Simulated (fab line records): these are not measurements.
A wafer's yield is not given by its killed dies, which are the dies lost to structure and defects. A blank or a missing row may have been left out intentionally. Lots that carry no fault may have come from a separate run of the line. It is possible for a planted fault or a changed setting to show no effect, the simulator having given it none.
fab line records	flow nandHarc
record lots=4	wafers=12	lastDay=33
route steps=1302 shown A_ONON_D1@440 A_CHANNEL_HOLE_D1@450 END@1302
lots untouched by any fault: they come from a run of this same line in which no faults occurred
startH: start of the lot's first displayed wafer, in hours after the record's first day	waitH: hours from the lot's prior step to this one	" as in the row above	L1.1+2: a row that stands for several wafers	- no value, or no start given	* or withheld: withheld	< > ~ a bound
route shown NAME@n: names a module that has steps shown in the file, with the first one's number in the route	usual: mean and standard deviation over wafers with no fault	same: alike in all rows	chamber/n: place in a boat	sites: per-site readings	_std_site: standard deviation of those values	_edge_site: outer sites' mean less inner sites'	radiusMm: how far each site lies from the wafer's centre	mask NAME#n: copy n	behind: the last tool/chamber to shape the wafer	hold: cause of the lot's hold/its duration in hours/its outcome	device: names the non-switching transistor (n, p or np)	end of line: tests of these same wafers at the route's end	a step with no rows: only its recipe	killed: dies lost to structure and defects at the first sort, not the wafer's yield	map: a wafer's dies, x killed, . not, _ none there
set.NAME: the setting as run; set.NAME@STEP: as run at that earlier step	model.NAME: the simulator's own value behind a step, which no gauge read
lots at some steps of the route; a table a step, a row a wafer
services: from which hour (startH, from the record's first day; less than 0 if before it) a tool's chamber was out of use, for how many hours, and why
## steps
# step NHARC_A_ONON_D1_DEP_22
# recipe targetThkA=10000	n2FlowSccm=2750	n2oFlowSccm=2000	nh3FlowSccm=500	sih4FlowSccm=210	tempC=400
# step NHARC_A_ONON_D1_DEP_25
# recipe targetThkA=10000	n2FlowSccm=2750	n2oFlowSccm=2000	nh3FlowSccm=500	sih4FlowSccm=210	tempC=400
# step NHARC_A_ONON_D1_DEP_28
# recipe targetThkA=10000	n2FlowSccm=2750	n2oFlowSccm=2000	nh3FlowSccm=500	sih4FlowSccm=210	tempC=400
# step NHARC_A_ONON_D1_DEP_33
# recipe targetThkA=2000	tempC=400	pressureTorr=6.5	rfW=900	teosFlowSccm=161.4	flowSccm=2650	targetThkNm=200	gas=O2	material=SiO2
# step NHARC_A_CHANNEL_HOLE_D1_DEP_00
# recipe targetThkA=31000	tempC=400	material=aC
# step NHARC_A_CHANNEL_HOLE_D1_DEP_01
# recipe targetThkA=1400	targetThkNm=140	tempC=400	pressureTorr=3.5	flowSccm=200	rfW=350	material=SiON
# usual heaterPowerW=766/90	rfFwdPowerW=348.3/1.1	susceptorTempC=400.01/0.23
lot.wafer	tool	chamber	startH	waitH	heaterPowerW	rfFwdPowerW	susceptorTempC
L558.2	pecvd-01	2	296.28	1.5	797	349.3	399.83
L558.4	"	0	"	"	691	348.9	399.78
L558.5	"	2	"	"	788	348.4	400.04
L557.1	pecvd-01	2	297.69	1.6	773	347.6	399.65
L557.4	"	0	"	"	630	348.4	399.87
L557.6	"	2	"	"	761	349.8	400.05
L566.1	pecvd-01	1	386.19	1.7	777	348.6	400.15
L566.4	"	1	"	"	809	347.1	400.21
L566.6	"	2	"	"	759	349.4	400.23
L568.2	pecvd-02	1	401.60	1.3	784	348.3	400.04
L568.6	"	2	"	"	937	348.2	400.26
L568.4	"	1	"	"	803	348.2	399.65
# step NHARC_A_CHANNEL_HOLE_D1_DEHYDRATE_02
# recipe tempC=150	timeS=120
# step NHARC_A_CHANNEL_HOLE_D1_HMDS_03
# recipe timeS=30
# step NHARC_A_CHANNEL_HOLE_D1_COAT_36
# recipe tempC=260	timeS=75
# step NHARC_A_CHANNEL_HOLE_D1_COAT_37
# recipe tempC=225	timeS=65
# step NHARC_A_CHANNEL_HOLE_D1_COAT_04
# recipe spinRpm=1500	resistThkNm=90
# step NHARC_A_CHANNEL_HOLE_D1_SOFTBAKE_05
# recipe tempC=105	timeS=55
# step NHARC_A_CHANNEL_HOLE_D1_EBR_06
# step NHARC_A_CHANNEL_HOLE_D1_EXPOSE_07
# recipe na=1.35	targetCdNm=100	sigmaOuter=0.3	doseMj=59.65	maskId=HOLE_D1
# step NHARC_A_CHANNEL_HOLE_D1_PEB_08
# recipe pebTempC=100	pebTimeS=65
# step NHARC_A_CHANNEL_HOLE_D1_DEVELOP_09
# recipe developTimeS=35	devTempC=23
# step NHARC_A_CHANNEL_HOLE_D1_INSPECT_12
# usual rawDefectCount=6.2/2.9
lot.wafer	tool	chamber	startH	waitH	rawDefectCount
L558.2	defectInspect-02	-	297.21	0.0	442
L558.4	"	-	"	"	491
L558.5	"	-	"	"	468
L557.1	defectInspect-02	-	298.58	0.0	423
L557.4	"	-	"	"	453
L557.6	"	-	"	"	458
L566.1	defectInspect-02	-	387.00	0.0	1
L566.4	"	-	"	"	7
L566.6	"	-	"	"	7
L568.2	defectInspect-01	-	402.39	0.0	1
L568.4	"	-	"	"	7
L568.6	"	-	"	"	1
# step NHARC_A_CHANNEL_HOLE_D1_DESCUM_15
# recipe timeS=3	o2FlowSccm=200	arFlowSccm=0	biasPowerW=0	chemistry=O2
# step NHARC_A_CHANNEL_HOLE_D1_ETCH_38
# recipe targetDepthA=390	overEtchFrac=0.3	timeS=65	ionEnergyEv=80	cf4FlowSccm=150	arFlowSccm=0	rfW=300	biasW=100	chemistry=CF4
# step NHARC_A_CHANNEL_HOLE_D1_ETCH_39
# recipe targetDepthA=2600	overEtchFrac=0.3	timeS=325	ionEnergyEv=200	n2FlowSccm=150	h2FlowSccm=150	arFlowSccm=0	rfW=400	biasW=150	chemistry=N2/H2
# step NHARC_A_CHANNEL_HOLE_D1_ETCH_34
# recipe targetDepthA=1540	timeS=77	cf4FlowSccm=100	chf3FlowSccm=30	arFlowSccm=0	rfW=500	biasW=200	chemistry=CF4/CHF3
# step NHARC_A_CHANNEL_HOLE_D1_ETCH_16
# recipe targetDepthA=31000	overEtchFrac=0.3	timeS=806	ionEnergyEv=150	o2FlowSccm=400	cosFlowSccm=20	arFlowSccm=0	rfW=500	biasW=300	chemistry=O2/COS
# step NHARC_A_CHANNEL_HOLE_D1_ETCH_19
# recipe biasV=1200	sourceW=2500	pressureMtorr=15	timeS=34.5	arFlowSccm=375	c4f8FlowSccm=28.8	o2FlowSccm=96.2	tempC=-20	targetDepthA=*	chemistry=C4F8/O2/Ar
# step NHARC_A_CHANNEL_HOLE_D1_ETCH_20
# recipe biasV=3000	sourceW=withheld	pressureMtorr=20	timeS=361.9	arFlowSccm=375	c4f8FlowSccm=89.3	o2FlowSccm=35.7	tempC=-20	targetDepthA=16000	chemistry=C4F8/O2/Ar
# step NHARC_A_CHANNEL_HOLE_D1_ETCH_21
# recipe biasV=3000	sourceW=withheld	pressureMtorr=20	timeS=514.3	arFlowSccm=375	c4f8FlowSccm=89.3	o2FlowSccm=35.7	tempC=-20	targetDepthA=16000	chemistry=C4F8/O2/Ar
# step NHARC_A_CHANNEL_HOLE_D1_ETCH_22
# recipe biasV=3000	sourceW=withheld	pressureMtorr=20	timeS=666.7	arFlowSccm=375	c4f8FlowSccm=89.3	o2FlowSccm=35.7	tempC=-20	targetDepthA=16000	chemistry=C4F8/O2/Ar
# step NHARC_A_CHANNEL_HOLE_D1_ETCH_23
# recipe biasV=5000	sourceW=withheld	pressureMtorr=20	timeS=819	arFlowSccm=375	c4f8FlowSccm=89.3	o2FlowSccm=35.7	tempC=-20	targetDepthA=16000	chemistry=C4F8/O2/Ar
# step NHARC_A_CHANNEL_HOLE_D1_ETCH_24
# recipe biasV=5000	sourceW=withheld	pressureMtorr=20	timeS=906.2	arFlowSccm=375	c4f8FlowSccm=93.8	o2FlowSccm=31.2	tempC=-20	targetDepthA=15000	chemistry=C4F8/O2/Ar
# step NHARC_A_CHANNEL_HOLE_D1_ETCH_25
# recipe biasV=5000	sourceW=withheld	pressureMtorr=20	timeS=1040.2	arFlowSccm=375	c4f8FlowSccm=93.8	o2FlowSccm=31.2	tempC=-20	targetDepthA=15000	chemistry=C4F8/O2/Ar
# step NHARC_A_CHANNEL_HOLE_D1_ETCH_26
# recipe biasV=300	sourceW=2000	pressureMtorr=30	timeS=224.1	arFlowSccm=375	c4f8FlowSccm=11.4	o2FlowSccm=113.6	tempC=-20	targetDepthA=3000	chemistry=C4F8/O2/Ar
# step NHARC_A_CHANNEL_HOLE_D1_ETCH_33
# recipe biasV=400	sourceW=2000	pressureMtorr=25	timeS=90	arFlowSccm=375	c4f8FlowSccm=41.7	o2FlowSccm=83.3	tempC=-20	targetDepthA=4000	chemistry=C4F8/O2/Ar
# step NHARC_A_CHANNEL_HOLE_D1_STRIP_41
# recipe n2FlowSccm=150	h2FlowSccm=150	arFlowSccm=0	biasW=0	chemistry=N2/H2
# step NHARC_A_CHANNEL_HOLE_D1_INSPECT_40
# usual rawDefectCount=72/26
lot.wafer	tool	chamber	startH	waitH	rawDefectCount
L557.1	defectInspect-02	-	306.29	-	471
L557.4	"	-	"	"	522
L557.6	"	-	"	"	517
L558.2	defectInspect-01	-	313.20	-	506
L558.4	"	-	"	"	573
L558.5	"	-	"	"	561
L566.1	defectInspect-02	-	399.77	-	40
L566.4	"	-	"	"	32
L566.6	"	-	"	"	50
L568.2	defectInspect-01	-	410.47	-	64
L568.4	"	-	"	"	66
L568.6	"	-	"	"	50
# step NHARC_END_SORT_01
# recipe tempC=25
# usual killedAtArray=59/20	killedAtOther=0.8/1	killedAtPeriphery=3.2/2.1	killedDies=63/21	killedOpen=3.0/1.9	killedShort=2.3/1.5
# same grossDies=677
lot.wafer	tool	chamber	startH	waitH	killedAtArray	killedAtOther	killedAtPeriphery	killedDies	killedOpen	killedShort
L558.2	prober-01	0	678.89	2.8	156	0	3	159	2	0
L558.4	prober-01	0	680.49	3.4	160	0	0	160	0	1
L558.5	prober-01	0	681.28	3.7	142	0	0	142	1	2
L557.1	prober-01	0	685.88	2.5	124	0	4	128	5	4
L557.4	prober-01	0	688.25	3.4	132	0	0	132	4	3
L557.6	prober-01	0	689.84	4.0	146	0	5	151	3	1
L566.1	prober-01	0	771.94	2.5	60	0	0	60	0	4
L566.4	prober-01	0	774.31	3.4	56	1	1	58	6	3
L566.6	prober-01	0	775.89	4.0	47	1	1	49	1	2
# killed by level:class
L558.2 A_CHANNEL_HOLE_D1:unspecified=69 A_CHANNEL_HOLE_D1:chamberFilmFlake=25 A_SLIT:chamberFilmFlake=21 A_CHANNEL_HOLE_D2:chamberFilmFlake=18 A_STAIRCASE:chamberFilmFlake=10 A_CONTACT:chamberFilmFlake=6 A_SGD_CUT:chamberFilmFlake=4 P_CONTACT:geometricParticle:open=2
L558.4 A_CHANNEL_HOLE_D1:unspecified=79 A_CHANNEL_HOLE_D1:chamberFilmFlake=29 A_SLIT:chamberFilmFlake=17 A_CHANNEL_HOLE_D2:chamberFilmFlake=11 A_STAIRCASE:chamberFilmFlake=10 A_CONTACT:chamberFilmFlake=8 A_SGD_CUT:chamberFilmFlake=3 A_DECK1_JOINT:geometricParticle:short=1
L558.5 A_CHANNEL_HOLE_D1:unspecified=71 A_CHANNEL_HOLE_D1:chamberFilmFlake=29 A_SLIT:chamberFilmFlake=17 A_CONTACT:chamberFilmFlake=8 A_STAIRCASE:chamberFilmFlake=5 A_ZERO_WELL:chamberFilmFlake=3 A_CHANNEL_HOLE_D2:chamberFilmFlake=3 A_M1:chamberFilmFlake=2
L557.1 A_CHANNEL_HOLE_D1:unspecified=72 A_SLIT:chamberFilmFlake=16 A_CONTACT:chamberFilmFlake=11 A_CHANNEL_HOLE_D1:chamberFilmFlake=8 A_SGD_CUT:chamberFilmFlake=4 A_CHANNEL_HOLE_D2:chamberFilmFlake=2 A_STAIRCASE:chamberFilmFlake=2 A_WL_FILL:chamberFilmFlake=2
L557.4 A_CHANNEL_HOLE_D1:unspecified=79 A_SLIT:chamberFilmFlake=24 A_CONTACT:chamberFilmFlake=10 A_SGD_CUT:chamberFilmFlake=5 A_ONON_D1:geometricParticle:open=3 A_STAIRCASE:chamberFilmFlake=3 A_M0:geometricParticle:short=2 A_M1:chamberFilmFlake=2
L557.6 A_CHANNEL_HOLE_D1:unspecified=86 A_SLIT:chamberFilmFlake=33 A_CONTACT:chamberFilmFlake=8 A_STAIRCASE:chamberFilmFlake=4 A_CHANNEL_HOLE_D1:chamberFilmFlake=4 A_CHANNEL_HOLE_D2:chamberFilmFlake=3 P_ZERO_WELL:chamberFilmFlake=2 P_STI:chamberFilmFlake=2
L566.1 A_CHANNEL_HOLE_D2:chamberFilmFlake=32 A_CONTACT:chamberFilmFlake=8 A_SLIT:chamberFilmFlake=7 A_M0:geometricParticle:short=3 A_BLC:chamberFilmFlake=3 A_CHANNEL_HOLE_D1:chamberFilmFlake=2 A_CHANNEL_FILL_D2:chamberFilmFlake=2 A_SOURCE_PLATE:geometricParticle:short=1
L566.4 A_CHANNEL_HOLE_D2:chamberFilmFlake=26 A_CONTACT:chamberFilmFlake=6 A_SLIT:chamberFilmFlake=5 A_CHANNEL_HOLE_D1:unspecified=3 A_STAIRCASE:chamberFilmFlake=3 A_CHANNEL_FILL_D2:geometricParticle:open=2 A_CHANNEL_HOLE_D1:chamberFilmFlake=2 A_BLC:chamberFilmFlake=2
L566.6 A_CHANNEL_HOLE_D2:chamberFilmFlake=30 A_SLIT:chamberFilmFlake=5 A_CONTACT:chamberFilmFlake=5 A_ONON_D2:geometricParticle:short=1 A_ONON_D2:geometricParticle:open=1 A_WL_FILL:geometricParticle:short=1 P_ZERO_WELL:chamberFilmFlake=1 A_ZERO_WELL:chamberFilmFlake=1
# map L557.6 (x killed, . not)
____________.____________
_________......._________
_______..........._______
______.............______
_____..............._____
____.....x...........____
____........x........____
___...................___
___............x....x.___
__...............x.....__
__x....................__
_.xx...................._
_..x...................._
_.....x....x.....xx....._
_.......xx...xxxxx.x...._
_........xx..x.xxxxx.x.._
.....x.xxxxxx.xxxxxxxx.x.
.....x.xxxxxxxxxxxxxx....
.......x..x.xxxxxxxxx....
......x.x.xxxxxxxxxxx.x..
........xxxxxxxxxxxxxx..x
_.......xx.x..xxxxxxx.x._
_.......x....x.xxxxxxxx._
_..x....x.xx.xxxxxxx...._
_.............xxxxxxx..._
_....x..........x......._
__.............x.x.....__
__...........x.......x.__
___................x..___
___...............x...___
____..............x..____
____.........x.......____
_____..............._____
______.............______
_______.........x._______
_________......._________
____________.____________
# map L558.4 (x killed, . not)
____________.____________
_________......._________
_______...x......._______
______.............______
_____.............x._____
____......x.....xx.xx____
____...........xxxxxx____
___...............xxxx___
___.............xx.x.x___
__...............xxxxxx__
__.....................__
_.................xx.x.._
_..x....x..........x...._
_x.x...........x........_
_x.......x...x.........._
_.x..x.xxx..x..........._
.....x.xxxx.xxxxx........
..x....xxxxxxxxxx........
..x...xxxxxxxxxxx......x.
.......xxxxxxxxxx........
......xxxxxxxxxxxx.......
_..x....xxxxxxxxxx......_
_.......xxxxxxxxxx......_
_.......xxxxxxxxx......._
_.x......x.xxxxx.x.x...._
_.........xxxxx........._
__.....x..xxxx.x.......__
__.........xxxx........__
___.......x...........___
___...........x.......___
____.................____
____................x____
_____...x..........._____
______.x...........______
_______..........._______
_________......._________
____________.____________
## services
tool	chamber	startH	hours	kind
pecvd-02	2	286.40	31.1	repair
pecvd-01	1	295.57	4.7	repair
pecvd-01	-	311.00	13.0	pm
pecvd-01	0	311.00	13.0	ventCycle
pecvd-01	1	311.00	13.0	ventCycle
pecvd-01	2	311.00	13.0	ventCycle
pecvd-01	0	324.00	-	clean
pecvd-01	1	324.00	-	clean
pecvd-01	2	324.00	-	clean
## key
firstSign step=NHARC_A_CHANNEL_HOLE_D1_INSPECT_12	reading=rawDefectCount	direction=up	sigmas=99+	usual=6.2	struck=455.8
effect step=NHARC_A_CHANNEL_HOLE_D1_INSPECT_40	reading=rawDefectCount	direction=up	sigmas=17	usual=72	struck=525
effect step=NHARC_END_SORT_01	reading=killedAtArray	direction=up	sigmas=4.1	usual=59	struck=143
moreKillsBornAt NHARC_A_CHANNEL_HOLE_D1_DEP_01@pecvd-01=456
metAt NHARC_A_CHANNEL_HOLE_D1_DEP_01
struckWafers L557.1,L557.4,L557.6,L558.2,L558.4,L558.5
testerLeftOut L557,L558
fault kind=chamberParticleSource	tool=pecvd-01	chamber=-	onsetH=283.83	steps=NHARC_A_CHANNEL_HOLE_D1_DEP_01	ratePerVisitCm2=0.68428	endH=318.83
# testerLeftOut: of these lots the tester's yield and bins aren't shown, on N5 and GAA mostly nor the transistor test; their killed dies are dies lost to structure and defects alone, not to doping, threshold or leakage, so they don't give the yield
